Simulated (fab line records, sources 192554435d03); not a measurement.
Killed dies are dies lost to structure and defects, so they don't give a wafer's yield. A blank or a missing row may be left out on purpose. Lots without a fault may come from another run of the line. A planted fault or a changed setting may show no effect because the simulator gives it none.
Chamber matching | flow n5_finfet | N5_BEOL_M3_CMP_52 on cmp-03: 4 sister chambers
The step polishes, stops on SiOC, t overpolish 6.8 s, target thk 40 nm. 8 wafers are shown with their chamber, then 8 later ones without.

WAFERS WITH THEIR CHAMBER
wafer  | chamber | motor_current_A (A) | barrier_field_endpoint_s (s)
L080.5 | 3       | 6.2                 | 25.4
L085.1 | 2       | 7.4                 | 25.3
L085.3 | 0       | 6.6                 | 24.5
L085.5 | 0       | 6.5                 | 23.8
L088.1 | 2       | 7.1                 | 24.7
L088.4 | 3       | 6.5                 | 25.9
L088.5 | 1       | 5.3                 | 24.7
L094.2 | 1       | 4.9                 | 24.4

WAFERS WITHOUT THEIR CHAMBER
wafer  | motor_current_A (A) | barrier_field_endpoint_s (s)
L094.3 | 6.9                 | 23.2
L094.6 | 6.5                 | 25.3
L097.2 | 6.5                 | 25.2
L097.3 | 7.0                 | 25.5
L097.6 | 7.3                 | 25.1
L096.4 | 5.2                 | 25.0
L096.5 | 5.2                 | 24.2
L096.6 | 6.9                 | 26.1

WHICH CHAMBER EACH WENT THROUGH
wafer  | from the rows above     | in truth
L094.3 | can't be placed: 0 or 2 | 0
L094.6 | can't be placed: 3 or 0 | 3
L097.2 | can't be placed: 3 or 0 | 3
L097.3 | can't be placed: 2 or 3 | 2
L097.6 | 2                       | 2
L096.4 | 1                       | 1
L096.5 | 1                       | 1
L096.6 | can't be placed: 3 or 2 | 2
Placed correctly: 3 of 8. Can't be placed from these rows: 5 (the true chamber is among the candidates in 5). Placed wrongly: 0.
How it was worked out, from the rows above alone: a wafer's distance from a chamber is the root of the sum, over the readings, of the square of ((its reading less the chamber's mean) divided by the reading's scatter). The wafer belongs to the nearest chamber; if the next one is less than 2 further off, it can't be placed. A chamber's mean is the mean of its shown wafers. The scatter: the root of (the sum of the squares of (reading less its chamber's mean) over the shown wafers, divided by (wafers less chambers)).
